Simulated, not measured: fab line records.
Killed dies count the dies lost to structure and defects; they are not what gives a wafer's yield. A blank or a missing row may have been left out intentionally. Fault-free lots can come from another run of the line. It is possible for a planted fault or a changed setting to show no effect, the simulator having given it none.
Matching of chambers ; flow nandHarc ; 3 sister chambers for NHARC_P_STI_ETCH_15 on rieSi-04
The step etches the open film in HBr/Cl2, target depth 300 nm, time 100.1 s. 14 wafers are shown with their chamber, then 5 later ones without.

## WAFERS PAIRED WITH THEIR CHAMBERS
wafer;chamber;drypumpMotorCurrentA (A);throttleValvePct (%);oesProductAu (a.u.)
L447.2;1;6.0;26.411;0.988
L447.3;2;6.2;26.413;0.997
L447.5;0;5.8;26.397;0.988
L449.2;2;6.2;26.417;0.996
L449.3;1;6.1;26.407;0.986
L449.5;1;6.1;26.405;0.996
L456.4;2;6.2;26.396;0.994
L456.5;2;6.2;26.402;1.005
L456.6;1;6.0;26.408;1.000
L462.1;0;5.8;26.407;0.998
L462.4;0;5.7;26.396;0.990
L462.5;2;6.2;26.425;0.999
L464.1;0;5.8;26.405;0.987
L464.2;2;6.2;26.412;0.998

SIGNATURES (averages over the wafers above)
reading;chamber 0;chamber 1;chamber 2;scatter within a chamber
drypumpMotorCurrentA;5.775;6.050;6.200;0.0399
throttleValvePct;26.40125;26.40775;26.41083;0.00771
oesProductAu;0.99075;0.99250;0.99817;0.00501
Rule: a wafer lies at a distance from a chamber equal to the root of the sum of squares, over the readings, of (its reading less the chamber's mean, divided by the reading's scatter). If the next closest chamber is less than 2 further off than the closest, the wafer can't be placed; otherwise it belongs to the closest. The scatter: the root of (the sum of the squares of (reading less its chamber's mean) over the shown wafers, divided by (wafers less chambers)).

## WAFERS WITH NO CHAMBER GIVEN
wafer;drypumpMotorCurrentA (A);throttleValvePct (%);oesProductAu (a.u.)
L464.4;6.1;26.406;0.993
L465.1;6.2;26.404;0.984
L469.1;5.8;26.415;0.991
L469.2;6.2;26.411;1.000
L469.3;6.1;26.422;0.994

## WHICH CHAMBER EACH WENT THROUGH
wafer;from the rows above;in truth
L464.4;can't be placed: 1 or 2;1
L465.1;can't be placed: 2 or 1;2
L469.1;0;0
L469.2;2;2
L469.3;can't be placed: 1 or 2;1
Correctly placed: 2 of 5. From these rows, 3 cannot be placed; in 3 the true chamber is one of the candidates. 0 placed wrongly.
